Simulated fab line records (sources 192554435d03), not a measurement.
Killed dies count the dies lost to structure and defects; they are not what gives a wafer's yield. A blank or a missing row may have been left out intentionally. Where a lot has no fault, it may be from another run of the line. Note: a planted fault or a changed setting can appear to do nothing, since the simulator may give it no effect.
Chamber matching + flow n5-finfet + N5_BEOL_M14_STRIP_37 on rie-diel-04 has 4 sister chambers
The step strips in O2. 4 wafers are shown with their chamber, then 12 later ones without.

== EACH WAFER AND ITS CHAMBER ==
| wafer  | chamber | showerhead-plenum-p-Torr (Torr) |
|--------|---------|---------------------------------|
| L088.3 | 1       | 2.04                            |
| L090.2 | 3       | 2.11                            |
| L090.3 | 0       | 2.06                            |
| L090.4 | 2       | 2.11                            |

== WAFERS WHOSE CHAMBER IS MISSING ==
| wafer  | showerhead-plenum-p-Torr (Torr) |
|--------|---------------------------------|
| L093.1 | 2.03                            |
| L093.3 | 2.05                            |
| L093.6 | 2.11                            |
| L091.1 | 2.05                            |
| L091.3 | 2.03                            |
| L091.6 | 2.11                            |
| L095.2 | 2.11                            |
| L095.3 | 2.11                            |
| L095.6 | 2.11                            |
| L097.1 | 2.03                            |
| L097.3 | 2.05                            |
| L097.6 | 2.11                            |

== THE CHAMBER EACH PASSED THROUGH ==
| wafer  | from the rows above     | in truth |
|--------|-------------------------|----------|
| L093.1 | 1                       | 1        |
| L093.3 | can't be placed: 1 or 0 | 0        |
| L093.6 | can't be placed: 2 or 3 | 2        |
| L091.1 | can't be placed: 1 or 0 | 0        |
| L091.3 | 1                       | 1        |
| L091.6 | can't be placed: 2 or 3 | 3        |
| L095.2 | can't be placed: 2 or 3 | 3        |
| L095.3 | can't be placed: 2 or 3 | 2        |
| L095.6 | can't be placed: 2 or 3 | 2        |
| L097.1 | 1                       | 1        |
| L097.3 | can't be placed: 1 or 0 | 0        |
| L097.6 | can't be placed: 2 or 3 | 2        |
3 of 12 placed correctly. From these rows, 9 cannot be placed; in 9 the true chamber is one of the candidates. Placed wrongly: 0.
How it was worked out, from the rows above alone: a wafer's distance from a chamber is the root of the sum, over the readings, of the square of ((its reading less the chamber's mean) divided by the reading's scatter). If the next closest chamber is less than 2 further off than the closest, the wafer can't be placed; otherwise it belongs to the closest. The mean given for a chamber averages the wafers shown for that chamber. The scatter: with one shown wafer a chamber, the root of the mean of the squares of how far each hidden wafer lies from its nearest shown one.
